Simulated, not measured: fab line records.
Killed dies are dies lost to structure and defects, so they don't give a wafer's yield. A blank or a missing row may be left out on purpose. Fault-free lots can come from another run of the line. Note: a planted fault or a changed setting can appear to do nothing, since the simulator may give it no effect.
fab line records	flow nand_harc
[record] lots = 5	wafers = 15	last_day = 25
route steps=1159 shown A_STAIRCASE@542 END@1159
lots with no fault: from the same line, run without faults
start_h: hours from the record's opening day to when the first of the lot's shown wafers began	wait_h: hours from the lot's prior step to this one	" identical to the entry in the row above	L1.1+2: a single row standing in for several wafers	- no value, or no start was given	* or withheld: withheld	< > ~ a bound
route shown NAME@n: NAME is a module with steps in the file, n the number in the route of the first one	usual: mean and standard deviation over wafers with no fault	same: alike in all rows	chamber/n: place in a boat	sites: readings site by site	_std_site: standard deviation of those values	_edge_site: inner sites' mean taken away from outer sites' mean	radius_mm: how far each site lies from the wafer's centre	mask NAME#n: copy n	behind: tool/chamber where the wafer was last shaped	hold: reason for holding the lot/hours on hold/outcome of the hold	device: which transistor (n, p or np) failed to switch	end of line: tests of these same wafers at the route's end	a step without rows: its recipe alone	killed: the dies lost at the first sort to structure and to defects; this is not the yield of the wafer	map: a wafer's dies, marking killed ones x, the rest . and places with no die _
set.NAME: the setting as run; set.NAME@STEP: as run at that earlier step	model.NAME: the simulator's own value behind a step, which no gauge read
certain route steps with their lots: each step a table, each wafer a row
services: the hour from which a tool's chamber was out of use, counted from the record's first day as start_h (under 0 if before that day), plus the number of hours and why
[[steps]]
[step NHARC_A_STAIRCASE_EXPOSE_06]
[recipe] na = 0.5	dose_mj = 25.43	mask_id = STAIR
[step NHARC_A_STAIRCASE_PEB_07]
[recipe] peb_temp_c = 115	peb_time_s = 130
[step NHARC_A_STAIRCASE_DEVELOP_08]
[recipe] time_s = 140
[step NHARC_A_STAIRCASE_HARDBAKE_10]
[recipe] temp_c = 120	time_s = 140
[step NHARC_A_STAIRCASE_DESCUM_11]
[recipe] time_s = 3	o2_flow_sccm = 200	ar_flow_sccm = 0	bias_power_w = 0	chemistry = O2
[step NHARC_A_STAIRCASE_TRIM_12]
[recipe] time_s = 211.2	o2_flow_sccm = 500	ar_flow_sccm = 0	bias_w = 0	chemistry = O2
[usual] drypump_motor_current_A = 5.9/0.43	oes_product_au = 1.007/0.014	rf_vpp_V = 57.7/0.9	showerhead_plenum_p_Torr = 3.54/0.13	throttle_valve_pct = 17.037/0.0089
lot.wafer	tool	chamber	start_h	wait_h	drypump_motor_current_A	oes_product_au	rf_hours_counter_h	rf_vpp_V	showerhead_plenum_p_Torr	throttle_valve_pct
L433.1	rie_diel-08	2	240.50	0.1	6.2	1.006	39	56.8	3.60	17.045
L433.4	"	3	"	"	6.5	1.028	37	56.7	3.38	17.045
L433.2	"	0	"	"	6.2	1.012	39	58.2	3.54	17.033
L443.3	rie_diel-08	3	311.23	0.2	6.5	1.027	0	56.4	3.37	17.028
L443.5	"	3	"	"	6.5	1.031	-	56.2	3.37	17.049
L443.6	"	0	"	"	6.2	1.018	-	58.0	3.53	17.026
L449.1	rie_diel-08	1	336.46	0.1	6.0	1.002	11	59.1	3.42	17.059
L449.6	"	2	"	"	6.3	1.014	-	57.3	3.58	17.041
L449.5	"	3	"	"	6.5	1.025	-	57.8	3.36	17.055
L451.2	rie_diel-03	1	351.47	0.1	5.7	0.989	44	57.9	3.42	17.025
L451.1	"	3	"	"	5.6	0.990	45	58.8	3.48	17.039
L451.6	"	1	"	"	5.7	0.987	-	57.5	3.42	17.030
L455.4	rie_diel-01	0	379.40	0.1	5.9	0.996	13	57.7	3.80	17.042
L455.1	"	2	"	"	6.3	0.991	13	59.7	3.71	17.032
L455.5	"	3	"	"	5.1	0.995	-	57.8	3.66	17.046
[step NHARC_A_STAIRCASE_ETCH_13]
[recipe] target_depth_a = 1000	time_s = 40.5	ion_energy_ev = 400	c4f8_flow_sccm = 20	o2_flow_sccm = 10	ar_flow_sccm = withheld	rf_w = 600	bias_w = 1000	chemistry = C4F8/O2
[usual] oes_product_au = 0.942/0.018	rf_vpp_V = 897/4.8
lot.wafer	tool	chamber	start_h	wait_h	oes_product_au	rf_hours_counter_h	rf_vpp_V
L433.4	rie_diel-08	2	-	-	0.930	39	898
L433.2	"	3	"	"	0.947	37	891
L433.1	"	0	"	"	0.939	39	897
L443.3	rie_diel-08	2	-	-	0.937	0	898
L443.6	"	1	"	"	0.926	-	891
L443.5	"	2	"	"	0.948	-	898
L449.1	rie_diel-08	1	-	-	0.948	11	892
L449.5	"	3	"	"	0.970	-	889
L449.6	"	0	"	"	0.967	-	896
L451.1	rie_diel-03	3	-	-	0.926	45	893
L451.2	"	1	"	"	0.925	44	893
L451.6	"	2	"	"	0.949	-	899
L455.4	rie_diel-01	2	-	-	0.922	13	902
L455.1	"	3	"	"	0.942	13	902
L455.5	"	2	"	"	0.928	-	903
[step NHARC_A_STAIRCASE_TRIM_14]
[recipe] time_s = 211.2	o2_flow_sccm = 500	ar_flow_sccm = 0	bias_w = 0	chemistry = O2
[usual] drypump_motor_current_A = 5.9/0.43	oes_product_au = 1.007/0.016	rf_vpp_V = 57.7/0.98	showerhead_plenum_p_Torr = 3.54/0.14	throttle_valve_pct = 17.037/0.0093
lot.wafer	tool	chamber	start_h	wait_h	drypump_motor_current_A	oes_product_au	rf_hours_counter_h	rf_vpp_V	showerhead_plenum_p_Torr	throttle_valve_pct
L433.4	rie_diel-08	3	-	-	6.5	1.020	37	58.0	3.38	17.037
L433.2	"	1	"	"	6.1	1.010	41	58.6	3.44	17.058
L433.1	"	2	"	"	6.3	1.005	39	59.1	3.60	17.030
L443.3	rie_diel-08	2	-	-	6.3	1.010	0	57.8	3.58	17.027
L443.6	"	3	"	"	6.5	1.023	-	55.5	3.37	17.042
L443.5	"	0	"	"	6.2	1.024	-	55.6	3.53	17.027
L449.1	rie_diel-08	0	-	-	6.2	1.025	10	57.7	3.52	17.042
L449.6	"	2	"	"	6.2	1.012	-	57.6	3.58	17.046
L449.5	"	3	"	"	6.5	1.026	-	56.7	3.36	17.051
L451.2	rie_diel-03	1	-	-	5.6	0.985	44	58.3	3.42	17.044
L451.1	"	2	"	"	5.5	0.999	44	57.5	3.60	17.040
L451.6	"	2	"	"	5.5	1.006	-	58.8	3.60	17.042
L455.4	rie_diel-01	0	-	-	5.9	0.986	15	58.7	3.80	17.062
L455.1	"	1	"	"	5.2	0.995	14	58.5	3.76	17.052
L455.5	"	0	"	"	5.9	0.990	-	58.2	3.80	17.028
[step NHARC_A_STAIRCASE_ETCH_15]
[recipe] target_depth_a = 1000	time_s = 40.5	ion_energy_ev = 400	c4f8_flow_sccm = 20	o2_flow_sccm = 10	ar_flow_sccm = withheld	rf_w = 600	bias_w = 1000	chemistry = C4F8/O2
[step NHARC_A_STAIRCASE_TRIM_16]
[recipe] time_s = 211.2	o2_flow_sccm = 500	ar_flow_sccm = 0	bias_w = 0	chemistry = O2
[step NHARC_A_STAIRCASE_ETCH_17]
[recipe] target_depth_a = 1000	time_s = 40.5	ion_energy_ev = 400	c4f8_flow_sccm = 20	o2_flow_sccm = 10	ar_flow_sccm = withheld	rf_w = 600	bias_w = 1000	chemistry = C4F8/O2
[usual] oes_product_au = 0.945/0.016	rf_vpp_V = 896/4.9
lot.wafer	tool	chamber	start_h	wait_h	oes_product_au	rf_hours_counter_h	rf_vpp_V
L433.2	rie_diel-08	0	-	-	0.950	39	897
L433.1	"	2	"	"	0.946	39	898
L433.4	"	3	"	"	0.955	37	890
L443.3	rie_diel-08	2	-	-	0.937	1	898
L443.5	"	2	"	"	0.943	-	898
L443.6	"	3	"	"	0.955	-	891
L449.1	rie_diel-08	2	-	-	0.954	11	899
L449.5	"	3	"	"	0.985	-	891
L449.6	"	0	"	"	0.977	-	896
L451.2	rie_diel-03	1	-	-	0.937	45	892
L451.1	"	3	"	"	0.930	45	893
L451.6	"	0	"	"	0.943	-	899
L455.4	rie_diel-01	2	-	-	0.924	14	903
L455.1	"	1	"	"	0.932	14	903
L455.5	"	3	"	"	0.934	-	900
[step NHARC_A_STAIRCASE_TRIM_18]
[recipe] time_s = 211.2	o2_flow_sccm = 500	ar_flow_sccm = 0	bias_w = 0	chemistry = O2
[usual] drypump_motor_current_A = 5.9/0.43	oes_product_au = 1.004/0.016	rf_vpp_V = 57.8/0.92	showerhead_plenum_p_Torr = 3.54/0.13	throttle_valve_pct = 17.038/0.0087
lot.wafer	tool	chamber	start_h	wait_h	drypump_motor_current_A	oes_product_au	rf_hours_counter_h	rf_vpp_V	showerhead_plenum_p_Torr	throttle_valve_pct
L433.4	rie_diel-08	1	241.29	-	6.1	1.015	41	57.9	3.43	17.035
L433.2	"	2	"	"	6.3	1.006	39	57.7	3.60	17.043
L433.1	"	0	"	"	6.3	1.019	39	54.8	3.54	17.019
L443.3	rie_diel-08	2	312.30	-	6.3	1.024	1	57.7	3.58	17.035
L443.6	"	2	"	"	6.3	1.025	-	59.2	3.58	17.022
L443.5	"	3	"	"	6.5	1.042	-	56.3	3.37	17.048
L449.1	rie_diel-08	0	337.11	-	6.2	1.277	10	59.3	3.52	17.032
L449.6	"	0	"	"	6.2	1.281	-	58.4	3.52	17.047
L449.5	"	1	"	"	6.1	0.999	-	57.8	3.42	17.042
L451.2	rie_diel-03	2	352.26	-	5.5	0.996	44	57.7	3.60	17.042
L451.1	"	1	"	"	5.7	0.983	45	58.3	3.42	17.017
L451.6	"	3	"	"	5.6	0.991	-	58.0	3.48	17.034
L455.4	rie_diel-01	3	382.01	-	5.1	0.987	15	58.2	3.66	17.025
L455.1	"	1	"	"	5.2	0.996	15	59.0	3.76	17.024
L455.5	"	2	"	"	6.3	0.990	-	58.4	3.71	17.058
[step NHARC_A_STAIRCASE_ETCH_19]
[recipe] target_depth_a = 1000	time_s = 40.5	ion_energy_ev = 400	c4f8_flow_sccm = 20	o2_flow_sccm = 10	ar_flow_sccm = withheld	rf_w = 600	bias_w = 1000	chemistry = C4F8/O2
[usual] oes_product_au = 0.946/0.016	rf_vpp_V = 896/5
lot.wafer	tool	chamber	start_h	wait_h	oes_product_au	rf_hours_counter_h	rf_vpp_V
L433.4	rie_diel-08	1	-	-	0.957	41	891
L433.2	"	3	"	"	0.969	37	889
L433.1	"	0	"	"	0.948	39	897
L443.3	rie_diel-08	3	-	-	0.959	1	891
L443.6	"	3	"	"	0.963	-	890
L443.5	"	0	"	"	0.952	-	895
L449.1	rie_diel-08	2	-	-	0.959	11	897
L449.5	"	0	"	"	0.954	-	896
L449.6	"	1	"	"	0.930	-	891
L451.1	rie_diel-03	2	-	-	0.935	44	899
L451.2	"	3	"	"	0.938	45	894
L451.6	"	2	"	"	0.939	-	899
L455.4	rie_diel-01	0	-	-	0.928	16	905
L455.1	"	2	"	"	0.928	14	902
L455.5	"	0	"	"	0.928	-	908
[step NHARC_END_SORT_01]
[recipe] temp_c = 25
[usual] killed_at_array = 27/10	killed_at_other = 0.6/0.96	killed_at_periphery = 3.4/2.7	killed_dies = 31/10	killed_open = 2.9/1.8	killed_short = 1.8/1.4
[same] gross_dies = 677
lot.wafer	tool	chamber	start_h	wait_h	hold	killed_at_array	killed_at_other	killed_at_periphery	killed_dies	killed_open	killed_short
L433.1	prober-02	0	457.19	2.5	-	20	0	4	24	0	0
L433.2	prober-02	0	457.98	2.8	-	25	3	2	30	1	2
L433.4	prober-02	0	459.55	3.4	-	25	0	3	28	0	0
L443.3	prober-02	0	518.99	3.1	-	38	0	1	39	2	0
L443.5	prober-02	0	520.60	3.7	-	38	1	2	41	6	1
L443.6	prober-02	0	521.41	4.0	-	41	0	1	42	3	1
L449.1	prober-02	0	540.17	2.6	await_dispo/1.6h/release	595	0	0	595	2	1
L449.5	prober-02	0	543.37	3.7	await_dispo/1.6h/release	19	0	2	21	6	3
L449.6	prober-02	0	544.17	4.0	await_dispo/1.6h/release	578	0	3	581	2	3
L451.1	prober-02	0	571.40	2.5	-	38	0	1	39	4	1
L451.2	prober-02	0	572.19	2.8	-	33	0	4	37	1	1
L451.6	prober-02	0	575.37	4.0	-	31	0	3	34	3	3
L455.1	prober-02	0	592.46	2.5	-	39	0	7	46	1	2
L455.4	prober-02	0	594.85	3.4	-	28	0	6	34	2	5
L455.5	prober-02	0	595.65	3.7	-	20	2	2	24	0	0
// killed by level:class
L433.1 A_CHANNEL_HOLE_D1:chamber_film_flake=7 A_SLIT:chamber_film_flake=7 P_STI:chamber_film_flake=2 P_GATE:chamber_film_flake=2 A_CHANNEL_FILL_D1:chamber_film_flake=2 A_STAIRCASE:chamber_film_flake=2 A_ZERO_WELL:chamber_film_flake=1 A_WL_FILL:chamber_film_flake=1
L433.2 A_CHANNEL_HOLE_D1:chamber_film_flake=10 A_SLIT:chamber_film_flake=8 THIN_TSV:chamber_film_flake=3 A_ONON_D1:geometric_particle:open=1 A_SGD_CUT:geometric_particle:short=1 A_WL_FILL:geometric_particle:short=1 P_ZERO_WELL:chamber_film_flake=1 P_GATE:chamber_film_flake=1
L433.4 A_SLIT:chamber_film_flake=10 A_CHANNEL_HOLE_D1:chamber_film_flake=7 A_CHANNEL_FILL_D1:chamber_film_flake=3 A_STAIRCASE:chamber_film_flake=3 P_STI:chamber_film_flake=1 P_GATE:chamber_film_flake=1 P_BONDPAD:chamber_film_flake=1 A_ZERO_WELL:chamber_film_flake=1
L443.3 A_SLIT:chamber_film_flake=18 A_CONTACT:chamber_film_flake=7 A_CHANNEL_HOLE_D1:chamber_film_flake=6 A_STAIRCASE:chamber_film_flake=4 P_GATE:geometric_particle:open=1 A_CONTACT:geometric_particle:open=1 A_ZERO_WELL:chamber_film_flake=1 A_WL_FILL:chamber_film_flake=1
L443.5 A_SLIT:chamber_film_flake=14 A_STAIRCASE:chamber_film_flake=7 A_CONTACT:chamber_film_flake=6 A_CHANNEL_HOLE_D1:chamber_film_flake=4 A_CONTACT:geometric_particle:open=2 P_CONTACT:geometric_particle:open=1 A_WL_FILL:geometric_particle:open=1 A_BLC:geometric_particle:short=1
L443.6 A_SLIT:chamber_film_flake=18 A_STAIRCASE:chamber_film_flake=7 A_CHANNEL_HOLE_D1:chamber_film_flake=6 A_CONTACT:chamber_film_flake=6 P_M0:geometric_particle:short=1 A_SOURCE_PLATE:geometric_particle:open=1 A_CHANNEL_FILL_D1:geometric_particle:open=1 A_CONTACT:geometric_particle:open=1
L449.1 A_STAIRCASE:area_trim=575 A_CHANNEL_HOLE_D1:chamber_film_flake=10 A_SLIT:chamber_film_flake=3 A_CONTACT:chamber_film_flake=2 A_CONTACT:geometric_particle:open=1 A_CONTACT:geometric_particle:short=1 A_M0:geometric_particle:open=1 A_STAIRCASE:chamber_film_flake=1
L449.5 A_SLIT:chamber_film_flake=5 A_CONTACT:chamber_film_flake=3 A_WL_FILL:geometric_particle:short=2 P_CONTACT:geometric_particle:open=1 A_ONON_D1:geometric_particle:open=1 A_ONON_D1:geometric_particle:short=1 A_CHANNEL_HOLE_D1:geometric_particle:open=1 A_SGD_CUT:geometric_particle:open=1
L449.6 A_STAIRCASE:area_trim=562 A_CHANNEL_HOLE_D1:chamber_film_flake=6 A_CONTACT:chamber_film_flake=4 P_CONTACT:geometric_particle:short=2 A_SLIT:chamber_film_flake=2 A_SGD_CUT:geometric_particle:short=1 A_CONTACT:geometric_particle:open=1 A_BLC:geometric_particle:open=1
L451.1 A_CHANNEL_HOLE_D1:chamber_film_flake=20 A_CONTACT:chamber_film_flake=10 A_WL_FILL:chamber_film_flake=3 P_CONTACT:geometric_particle:open=1 A_CHANNEL_FILL_D1:geometric_particle:open=1 A_CONTACT:geometric_particle:open=1 A_CONTACT:geometric_particle:short=1 A_M0:geometric_particle:open=1
L451.2 A_CHANNEL_HOLE_D1:chamber_film_flake=22 A_CONTACT:chamber_film_flake=4 A_WL_FILL:chamber_film_flake=3 P_GATE:chamber_film_flake=2 P_M0:geometric_particle:short=1 A_M0:geometric_particle:open=1 P_M1:chamber_film_flake=1 A_STAIRCASE:chamber_film_flake=1
L451.6 A_CHANNEL_HOLE_D1:chamber_film_flake=17 A_CONTACT:chamber_film_flake=5 A_WL_FILL:chamber_film_flake=3 P_STI:geometric_particle:short=1 P_M0:geometric_particle:open=1 A_CONTACT:geometric_particle:short=1 A_CONTACT:geometric_particle:open=1 A_BLC:geometric_particle:open=1
L455.1 A_SLIT:chamber_film_flake=25 A_M0:chamber_film_flake=5 P_STI:chamber_film_flake=3 P_CONTACT:chamber_film_flake=3 A_CONTACT:chamber_film_flake=3 A_SOURCE_PLATE:geometric_particle:short=1 A_WL_FILL:geometric_particle:short=1 A_CONTACT:geometric_particle:open=1
L455.4 A_SLIT:chamber_film_flake=19 P_CONTACT:chamber_film_flake=4 A_CONTACT:geometric_particle:open=2 P_M0:geometric_particle:short=1 A_CHANNEL_HOLE_D1:geometric_particle:short=1 A_SGD_CUT:geometric_particle:short=1 A_WL_FILL:geometric_particle:short=1 A_M0:geometric_particle:short=1
L455.5 A_SLIT:chamber_film_flake=15 A_M0:chamber_film_flake=3 P_GATE:chamber_film_flake=1 P_CONTACT:chamber_film_flake=1 A_CHANNEL_HOLE_D1:chamber_film_flake=1 A_CONTACT:chamber_film_flake=1 THIN_TSV:chamber_film_flake=1 HYBRID_BOND:latent=1
// map L449.1 (x killed, . not)
____________.____________
_________x.xx..._________
_______..x..x.xx.._______
______...x..xxx..x.______
_____xx.xxxxxxxx..x._____
____...x.xxxxxx.x.xx.____
____xx.xxxxxxxxxxxxx.____
___.xxxxxxxxxxxxxxxx.x___
___xxxxxxxxxxxxxxxxxx.___
__xxxxxxxxxxxxxxxxxx...__
__.xxxxxxxxxxxxxxxxxx..__
_.xxxxxxxxxxxxxxxxxxxxx._
_xxxxxxxxxxxxxxxxxxxxx.._
_xxxxxxxxxxxxxxxxxxxx.x._
_xxxxxxxxxxxxxxxxxxxxxx._
_.xxxxxxxxxxxxxxxxxxxx.._
.xxxxxxxxxxxxxxxxxxxxx.x.
.xxxxxxxxxxxxxxxxxxxxxxx.
xxxxxxxxxxxxxxxxxxxxxxxx.
.xxxxxxxxxxxxxxxxxxxxxxxx
xxxxxxxxxxxxxxxxxxxxxxx..
_xxxxxxxxxxxxxxxxxxxxxx._
_xxxxxxxxxxxxxxxxxxxxxxx_
_xxxxxxxxxxxxxxxxxxxxxxx_
_xxxxxxxxxxxxxxxxxxxxx.x_
_xxxxxxxxxxxxxxxxxxxxxx._
__.xxxxxxxxxxxxxxxxxxx.__
__.xxxxxxxxxxxxxxxxxx..__
___xxxxxxxxxxxxxxxxxx.___
___.xxxxxxxxxxxxxxxxx.___
____xxxxxxxxxxxxxxxx.____
____xxxxxxxxxxxxxxxx.____
_____xxxxxxxxxxxxxx._____
______xxxxxxxxxx.xx______
_______.xxxxxxx.x._______
_________x..xxx._________
____________x____________
// map L433.2 (x killed, . not)
____________.____________
_________......._________
_______.......x.x._______
______...........x.______
_____..............._____
____.................____
____.................____
___...x..x......x.....___
___...x...............___
__..x....x.............__
__..x..................__
_......x...x..........x._
_....xx................._
_....xxx....x..........._
_..xxx.................._
_.x....................._
.x..xx...................
.........................
..............x..........
.........................
.........................
_......................._
_......................._
_.............x........._
_......................._
_......................._
__.....................__
__.x........x..........__
___...................___
___...................___
____.................____
____.................____
_____..............._____
______.............______
_______..........._______
_________......._________
____________.____________
[[services]]
tool	chamber	start_h	hours	kind
rie_diel-08	0	232.27	-	clean
rie_diel-08	1	232.27	-	clean
rie_diel-08	2	232.27	-	clean
rie_diel-08	3	232.27	-	clean
rie_diel-08	0	256.77	-	clean
rie_diel-08	1	256.77	-	clean
rie_diel-08	2	256.77	-	clean
rie_diel-08	3	256.77	-	clean
rie_diel-01	0	264.34	4.4	repair
rie_diel-08	3	265.31	3.5	repair
rie_diel-08	0	281.27	-	clean
rie_diel-08	1	281.27	-	clean
rie_diel-08	2	281.27	-	clean
rie_diel-08	3	281.27	-	clean
rie_diel-08	-	301.80	9.0	pm
rie_diel-08	0	301.80	9.0	vent_cycle
rie_diel-08	1	301.80	9.0	vent_cycle
rie_diel-08	2	301.80	9.0	vent_cycle
rie_diel-08	3	301.80	9.0	vent_cycle
rie_diel-08	0	310.80	-	clean
rie_diel-08	1	310.80	-	clean
rie_diel-08	2	310.80	-	clean
rie_diel-08	3	310.80	-	clean
rie_diel-01	-	323.45	9.0	pm
[[key]]
[first_sign] step = NHARC_A_STAIRCASE_TRIM_18	reading = oes_product_au	direction = up	sigmas = 17	usual = 1.004	struck = 1.279
[effect] step = NHARC_END_SORT_01	reading = killed_dies	direction = up	sigmas = 56	usual = 31	struck = 588
[more_kills_born_at] NHARC_A_STAIRCASE_TRIM_18@rie_diel-08 = 1137
met_at NHARC_A_STAIRCASE_TRIM_18
struck_wafers L449.1,L449.6
later_rows_left_out L449.1,L449.6
tester_left_out L449
onset_between 241.29 337.11
[fault] kind = process_parameter_drift	tool = rie_diel-08	chamber = 0	onset_h = 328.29	steps = NHARC_A_STAIRCASE_TRIM_18	channel = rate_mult	offset = 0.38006	shape = step	end_h = 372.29
// tester_left_out: of these lots the tester's yield and bins aren't shown, on N5 and GAA mostly nor the transistor test; their killed dies are dies lost to structure and defects alone, not to doping, threshold or leakage, so they don't give the yield
// later_rows_left_out: the simulator's readings of these wafers behind a module that went badly wrong aren't trusted and aren't shown, but for the sort
